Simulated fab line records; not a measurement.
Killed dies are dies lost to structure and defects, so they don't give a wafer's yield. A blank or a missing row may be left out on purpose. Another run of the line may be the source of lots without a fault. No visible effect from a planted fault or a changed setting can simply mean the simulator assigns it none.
Split-lot study :: flow n5-finfet :: 7 lots, 21 wafers read, on a route of 1938 steps

== SPLIT DETAILS ==
At N5_SD_EPI_N_EXPOSE_06 (exposes mask SD N BLK, target cd 120 nm), the setting dose-mj was moved away from the recipe's 39.75 on 11 of the 21 wafers read, by -5.6% to +4.7%. All remaining wafers had this setting at the recipe value.

== FROM THE SPLIT TO THE READING: what the file shows between them, 2 steps ==
- N5_SD_EPI_N_PEB_07: peb time 60 s
- N5_SD_EPI_N_DEVELOP_08: develop time 30 s

== THE READING ==
cd-nm (nm) at N5_SD_EPI_N_CD_MEAS_09, where the cd target is 120 nm. On this fab line, fault-free wafers typically give 119.9 nm with a standard deviation of 0.65 nm.

wafer: L076.2
tool, chamber at the split: arfi-scanner-03, 0
dose-mj as run: 41.63
against the recipe: +4.7%
cd-nm, nm: 124.8
against lot-mates on the recipe: +4.0

wafer: L076.4
tool, chamber at the split: arfi-scanner-03, 0
dose-mj as run: 39.75
against the recipe: recipe
cd-nm, nm: 120.8
against lot-mates on the recipe: -

wafer: L076.5
tool, chamber at the split: arfi-scanner-03, 0
dose-mj as run: 41.63
against the recipe: +4.7%
cd-nm, nm: 124.3
against lot-mates on the recipe: +3.5

wafer: L082.1
tool, chamber at the split: arfi-scanner-02, 0
dose-mj as run: 41.44
against the recipe: +4.3%
cd-nm, nm: 122.6
against lot-mates on the recipe: +3.0

wafer: L082.2
tool, chamber at the split: arfi-scanner-02, 0
dose-mj as run: 39.75
against the recipe: recipe
cd-nm, nm: 119.6
against lot-mates on the recipe: -

wafer: L082.3
tool, chamber at the split: arfi-scanner-02, 0
dose-mj as run: 39.75
against the recipe: recipe
cd-nm, nm: 119.6
against lot-mates on the recipe: -

wafer: L086.2
tool, chamber at the split: arfi-scanner-01, 0
dose-mj as run: 39.75
against the recipe: recipe
cd-nm, nm: 120.4
against lot-mates on the recipe: -

wafer: L086.5
tool, chamber at the split: arfi-scanner-01, 0
dose-mj as run: 39.75
against the recipe: recipe
cd-nm, nm: 119.7
against lot-mates on the recipe: -

wafer: L086.6
tool, chamber at the split: arfi-scanner-01, 0
dose-mj as run: 40.67
against the recipe: +2.3%
cd-nm, nm: 121.6
against lot-mates on the recipe: +1.5

wafer: L087.2
tool, chamber at the split: arfi-scanner-01, 0
dose-mj as run: 39.75
against the recipe: recipe
cd-nm, nm: 120.0
against lot-mates on the recipe: -

wafer: L087.3
tool, chamber at the split: arfi-scanner-01, 0
dose-mj as run: 39.75
against the recipe: recipe
cd-nm, nm: 120.4
against lot-mates on the recipe: -

wafer: L087.6
tool, chamber at the split: arfi-scanner-01, 0
dose-mj as run: 39.75
against the recipe: recipe
cd-nm, nm: 119.2
against lot-mates on the recipe: -

wafer: L088.4
tool, chamber at the split: arfi-scanner-02, 0
dose-mj as run: 37.51
against the recipe: -5.6%
cd-nm, nm: 116.6
against lot-mates on the recipe: -3.7

wafer: L088.5
tool, chamber at the split: arfi-scanner-02, 0
dose-mj as run: 39.75
against the recipe: recipe
cd-nm, nm: 120.3
against lot-mates on the recipe: -

wafer: L088.6
tool, chamber at the split: arfi-scanner-02, 0
dose-mj as run: 37.51
against the recipe: -5.6%
cd-nm, nm: 116.6
against lot-mates on the recipe: -3.7

wafer: L089.1
tool, chamber at the split: arfi-scanner-02, 0
dose-mj as run: 39.75
against the recipe: recipe
cd-nm, nm: 120.2
against lot-mates on the recipe: -

wafer: L089.5
tool, chamber at the split: arfi-scanner-02, 0
dose-mj as run: 40.84
against the recipe: +2.7%
cd-nm, nm: 121.7
against lot-mates on the recipe: +1.5

wafer: L089.6
tool, chamber at the split: arfi-scanner-02, 0
dose-mj as run: 40.84
against the recipe: +2.7%
cd-nm, nm: 122.3
against lot-mates on the recipe: +2.1

wafer: L091.3
tool, chamber at the split: arfi-scanner-02, 0
dose-mj as run: 38.31
against the recipe: -3.6%
cd-nm, nm: 117.8
against lot-mates on the recipe: no lot-mate on the recipe

wafer: L091.4
tool, chamber at the split: arfi-scanner-02, 0
dose-mj as run: 38.31
against the recipe: -3.6%
cd-nm, nm: 117.5
against lot-mates on the recipe: no lot-mate on the recipe

wafer: L091.5
tool, chamber at the split: arfi-scanner-02, 0
dose-mj as run: 38.31
against the recipe: -3.6%
cd-nm, nm: 117.8
against lot-mates on the recipe: no lot-mate on the recipe

THE FIT
A straight line over all 21 wafers: cd-nm changes by +0.71 nm for each +1% of dose-mj; r = +0.97; the points scatter about the line by 0.54 nm.
The same after taking each lot's own level away (the mean of its wafers on the recipe; 18 wafers): +0.7 nm for each +1%; r = +0.99; scatter 0.33 nm.
The reading moves by 3.9 nm for the largest change in dose-mj, on that fit.
Measured against the standard deviation above, the lots' own levels, which go from 119.60 to 120.80 nm, span 1.8 times it.
The two slopes are in agreement: the lot-to-lot level therefore moves the slope only a little.
Check: -3.98 nm against its lot-mates is what the line predicts for one of the wafers moved furthest among these (-5.6%) when that wafer is left out of the fit. It came out at -3.7 nm against them.

== THE WHOLE CHAIN: every reading that the file lists as answering this split, in the file's order ==
step: N5_SD_EPI_N_CD_MEAS_09
what it does: target cd 120 nm
reading: cd-nm
change (the file's fit): +0.696 nm for each +1% of the setting
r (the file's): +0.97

step: N5_SD_EPI_N_DESCUM_14
what it does: chemistry O2, time 7.9 s
reading: SD_EPI_N.cd-nm (the simulator's own value, which no gauge read)
change (the file's fit): +0.719 nm for each +1% of the setting
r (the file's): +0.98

step: N5_SD_EPI_N_ETCH_34
what it does: etches SiARC in CF4, target depth 45.5 nm, time 75.8 s
reading: SD_EPI_N.cd-nm (the simulator's own value, which no gauge read)
change (the file's fit): +0.715 nm for each +1% of the setting
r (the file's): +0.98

step: N5_SD_EPI_N_ETCH_35
what it does: etches SOC in N2/H2, overetch 108 nm, time 486 s
reading: SD_EPI_N.cd-nm (the simulator's own value, which no gauge read)
change (the file's fit): +0.648 nm for each +1% of the setting
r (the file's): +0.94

step: N5_SD_EPI_N_ETCHBACK_44
what it does: etches SiNx in CH3F/O2, stops on SiO2, target depth 14.5 nm
reading: SD_EPI_N.cd-nm (the simulator's own value, which no gauge read)
change (the file's fit): +0.657 nm for each +1% of the setting
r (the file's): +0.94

step: N5_SD_EPI_N_ETCH_45
what it does: etches SiOCN in CH3F/O2, target depth 6 nm
reading: SD_EPI_N.cd-nm (the simulator's own value, which no gauge read)
change (the file's fit): +0.673 nm for each +1% of the setting
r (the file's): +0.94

== THE FILE'S OWN FIT ==
cd-nm changes by +0.696 nm for each +1% of dose-mj, r = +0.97.
